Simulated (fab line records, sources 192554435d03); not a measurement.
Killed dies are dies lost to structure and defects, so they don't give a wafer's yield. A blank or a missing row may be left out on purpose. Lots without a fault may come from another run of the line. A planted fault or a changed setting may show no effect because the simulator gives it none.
Problem report in the 8D (eight disciplines) form, filled by code | flow n5_finfet | the parts of the form that need people (team, actions taken, sign-off) are left out

1. THE PROBLEM
bias_w at N5_BEOL_M2_ETCH_64 reads a mean of 191.6 W on 1 wafer of 1 lot; wafers without a fault read 150.1 W with a standard deviation of 0.42. That is +99 standard deviations from the usual mean.
The step: etches SOC in N2/H2, target depth 75 nm, overetch 22.5 nm, time 121.9 s.
First seen on wafer L512.3, day 10 13:24, on rie_diel-03. The record holds 27 wafers of 9 lots with a number at this step. Rule for "out", or "out of limits": more than 4 standard deviations from the usual mean. The other wafers with a number count as sound.

2. WHAT IT IS AND WHAT IT IS NOT
question                    | is                | is not
which readings at this step | bias_w, rf_vpp_V  | chamber_pressure_mTorr, drypump_motor_current_A, oes_product_au, showerhead_plenum_p_Torr, throttle_valve_pct
which lots                  | L512              | L498, L500, L502, L504, L507, L508, L519, L520
which wafers of those lots  | L512.3            | L512.1, L512.4
read on which tools         | rie_diel-03       | rie_diel-04, rie_diel-05
when                        | from day 10 13:24 | up to then (20 sound wafers); but 6 sound wafers of L519, L520 came after

3. SUSPECTS, AND WHAT RULES EACH OUT
Counting: a tool at a process step up to the reading stays a suspect if it ran every lot that is out. Sound lots after the first of them don't rule it out here, since some wafers of a struck lot are sound.
- pvd_sputter-01 at N5_BEOL_M2_HM_DEP_02 (deposits TiN, target thk 20 nm): kept. It ran the lot that is out, L512 (day 10 12:40); its last sound lot up to then is L507 (day 9 10:39).
- rie_diel-03 at N5_BEOL_M2_ETCH_64 (etches SOC in N2/H2, target depth 75 nm, overetch 22.5 nm, time 121.9 s): kept. It ran the lot that is out, L512 (day 10 13:24); its last sound lot up to then is L508 (day 9 11:32). Its own readings are out on those wafers: bias_w, rf_vpp_V.
- Within rie_diel-03 at N5_BEOL_M2_ETCH_64: the wafers that are out ran in chamber 2; their sound lot-mates ran in chambers 0, 1.
Left after counting: pvd_sputter-01 at N5_BEOL_M2_HM_DEP_02, rie_diel-03 at N5_BEOL_M2_ETCH_64.

4. THE CAUSE (what the simulator had put in)
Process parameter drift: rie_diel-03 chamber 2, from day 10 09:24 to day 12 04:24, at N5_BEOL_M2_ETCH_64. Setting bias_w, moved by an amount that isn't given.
Counting left 2 suspects, and this tool is among them.

5. THE CHAIN OF EFFECTS, in route order
Each row: a reading whose mean over the struck wafers that have a number lies more than 3 standard deviations from the usual. Only readings for which the record gives a usual standard deviation are gone through. hours: the time from each lot's start at the first step in this table that gives one to its start at this step, as a median over the lots. sigmas: the change in usual standard deviations.
hours | step               | reading  | usual   | on struck wafers | change | sigmas
0     | N5_BEOL_M2_ETCH_64 | bias_w   | 150.1 W | 191.6            | +41.5  | +99
0     | N5_BEOL_M2_ETCH_64 | rf_vpp_V | 524 V   | 608              | +84    | +25
The process steps in it:
- N5_BEOL_M2_ETCH_64: etches SOC in N2/H2, target depth 75 nm, overetch 22.5 nm, time 121.9 s.
Later measuring or inspecting steps at which every struck wafer that the step has a row for has a number for every such reading, and none has moved that far: N5_BEOL_M4_RC_MEAS_101.

6. WHAT WOULD HAVE CAUGHT IT SOONER
In this record the first reading out of limits was taken at day 10 13:24, 4 hours after the fault began at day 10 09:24.
